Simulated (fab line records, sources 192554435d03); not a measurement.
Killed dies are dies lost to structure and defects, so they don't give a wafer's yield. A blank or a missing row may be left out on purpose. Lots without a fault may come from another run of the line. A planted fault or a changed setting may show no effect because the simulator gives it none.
Split-lot experiment | flow n5_finfet | 7 lots, 21 wafers read, on a route of 1938 steps

THE SPLIT
At N5_BEOL_M0_SAQP_ILD_DEP_01 (deposits SiOC from DEMS/O2, target thk 45.419 nm, time 8.7 s), the setting time_s was moved away from the recipe's 8.7 s on 8 of the 21 wafers read, by -9.3% to +11.1%. The other wafers ran this setting at the recipe's value.

The reading is taken at the split's own step.

THE READING
SiOC_of_BEOL_M0_SAQP_ILD_DEP_01.thk_nm (the simulator's own value, which no gauge read), in nm, at N5_BEOL_M0_SAQP_ILD_DEP_01 (deposits SiOC from DEMS/O2, target thk 45.419 nm, time 8.7 s). The file gives no usual value for it. The 13 wafers here that ran the recipe average 45.4 nm, standard deviation 0.69 nm.

wafer  | tool, chamber at the split | time_s as run, s | against the recipe | SiOC_of_BEOL_M0_SAQP_ILD_DEP_01.thk_nm, nm | against lot-mates on the recipe
L078.1 | pecvd-03, 0                | 8.7              | recipe             | 45.2                                       | -
L078.4 | pecvd-03, 2                | 8.202            | -5.7%              | 43.6                                       | -2.2
L078.5 | pecvd-03, 0                | 8.7              | recipe             | 46.4                                       | -
L081.2 | pecvd-01, 1                | 7.889            | -9.3%              | 41.2                                       | -5.1
L081.3 | pecvd-01, 2                | 8.7              | recipe             | 46.2                                       | -
L081.5 | pecvd-01, 2                | 8.7              | recipe             | 46.4                                       | -
L080.3 | pecvd-02, 1                | 9.668            | +11.1%             | 49.4                                       | no lot-mate on the recipe
L080.4 | pecvd-02, 2                | 9.668            | +11.1%             | 51.2                                       | no lot-mate on the recipe
L080.6 | pecvd-02, 1                | 9.668            | +11.1%             | 50.2                                       | no lot-mate on the recipe
L088.1 | pecvd-02, 1                | 8.113            | -6.7%              | 41.6                                       | -4.0
L088.3 | pecvd-02, 0                | 8.113            | -6.7%              | 41.4                                       | -4.2
L088.5 | pecvd-02, 0                | 8.7              | recipe             | 45.6                                       | -
L091.1 | pecvd-02, 2                | 8.7              | recipe             | 44.8                                       | -
L091.2 | pecvd-02, 0                | 8.7              | recipe             | 44.4                                       | -
L091.6 | pecvd-02, 1                | 8.7              | recipe             | 45.8                                       | -
L093.1 | pecvd-02, 0                | 8.7              | recipe             | 44.4                                       | -
L093.2 | pecvd-02, 1                | 8.7              | recipe             | 44.6                                       | -
L093.4 | pecvd-02, 0                | 8.7              | recipe             | 45                                         | -
L096.2 | pecvd-03, 2                | 8.7              | recipe             | 45.2                                       | -
L096.5 | pecvd-03, 1                | 8.7              | recipe             | 45.8                                       | -
L096.6 | pecvd-03, 0                | 7.907            | -9.1%              | 42.2                                       | -3.3

THE FIT
A straight line over all 21 wafers: SiOC_of_BEOL_M0_SAQP_ILD_DEP_01.thk_nm changes by +0.441 nm for each +1% of time_s; r = +0.96; the points scatter about the line by 0.75 nm.
The same after taking each lot's own level away (the mean of its wafers on the recipe; 18 wafers): +0.494 nm for each +1%; r = +0.95; scatter 0.58 nm.
On that fit, the largest move of time_s shifts the reading by 5.5 nm.
The lots' own levels span 44.67 to 46.30 nm, that is 2.4 times the standard deviation above.
So the lot-to-lot level changes the slope: the two fits differ.
Check: with one of the wafers moved furthest among these (-9.3%) left out of the fit, the line predicts -4.41 nm for it against its lot-mates. It came out at -5.1 nm against them.

OTHER SPLITS ON THESE WAFERS
These wafers also went through other splits before the reading. Each is held against what the fit with the lots' levels taken away leaves over:
other split on the same wafers       | wafers away from the commonest value | r with SiOC_of_BEOL_M0_SAQP_ILD_DEP_01.thk_nm (lot level and that fit taken away)
N5_MOL_CONTACT_COAG_COAT_76 spin_rpm | 7                                    | -0.09

THE FILE'S OWN FIT
SiOC_of_BEOL_M0_SAQP_ILD_DEP_01.thk_nm changes by +0.475 nm for each +1% of time_s, r = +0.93.
